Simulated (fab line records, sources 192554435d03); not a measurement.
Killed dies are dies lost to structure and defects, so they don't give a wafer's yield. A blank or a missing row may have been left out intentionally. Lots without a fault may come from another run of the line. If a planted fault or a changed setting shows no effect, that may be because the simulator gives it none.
Matching of chambers    flow n5 finfet    N5_BEOL_M11_ETCH_62 on rie diel-05 has 4 sister chambers
The step etches SOC in N2/H2, target depth 110 nm, overetch 22 nm, time 165 s. 16 wafers are shown with their chamber, then 8 later ones without.

## EACH WAFER AND ITS CHAMBER
wafer   chamber  showerhead plenum p Torr (Torr)  drypump motor current A (A)  throttle valve pct (%)
L075.2  0        2.63                             5.0                          18.27
L075.4  3        2.41                             5.4                          17.74
L075.5  2        2.42                             5.7                          18.05
L077.1  1        2.58                             6.2                          18.19
L077.2  3        2.41                             5.3                          17.75
L077.4  0        2.62                             4.9                          18.28
L086.1  3        2.40                             5.3                          17.77
L086.2  0        2.62                             5.0                          18.30
L086.3  1        2.57                             6.2                          18.22
L088.1  3        2.40                             5.4                          17.79
L088.4  2        2.41                             5.7                          18.10
L088.5  0        2.61                             5.0                          18.30
L093.2  2        2.41                             5.7                          18.09
L093.4  3        2.40                             5.4                          17.80
L093.6  2        2.41                             5.7                          18.10
L076.2  2        2.41                             5.6                          18.11

SIGNATURES, as means of the wafers listed above
reading                   chamber 0  chamber 1  chamber 2  chamber 3  scatter within a chamber
showerhead plenum p Torr  2.6200     2.5750     2.4120     2.4040     0.00612
drypump motor current A   4.975      6.200      5.680      5.360      0.0479
throttle valve pct        18.2875    18.2050    18.0900    17.7700    0.0222
Rule: for each reading, subtract the chamber's mean from the wafer's reading, divide by that reading's scatter and square the result; add these up over the readings and take the root, which gives the wafer's distance from the chamber. If the next closest chamber is less than 2 further off than the closest, the wafer can't be placed; otherwise it belongs to the closest. The scatter: the root of (the sum of the squares of (reading less its chamber's mean) over the shown wafers, divided by (wafers less chambers)).

## WAFERS WHOSE CHAMBER IS MISSING
wafer   showerhead plenum p Torr (Torr)  drypump motor current A (A)  throttle valve pct (%)
L076.3  2.56                             6.2                          18.25
L076.5  2.41                             5.7                          18.11
L095.1  2.56                             6.2                          18.26
L095.3  2.61                             5.0                          18.34
L095.6  2.56                             6.2                          18.25
L097.1  2.56                             6.2                          18.28
L097.3  2.40                             5.7                          18.14
L097.6  2.56                             6.2                          18.27

## WHICH CHAMBER EACH ONE RAN IN
wafer   from the rows above  in truth
L076.3  1                    1
L076.5  2                    2
L095.1  1                    1
L095.3  0                    0
L095.6  1                    1
L097.1  1                    1
L097.3  2                    2
L097.6  1                    1
Correctly placed: 8 of 8. Left unplaced by these rows: 0. Placed wrongly: 0.
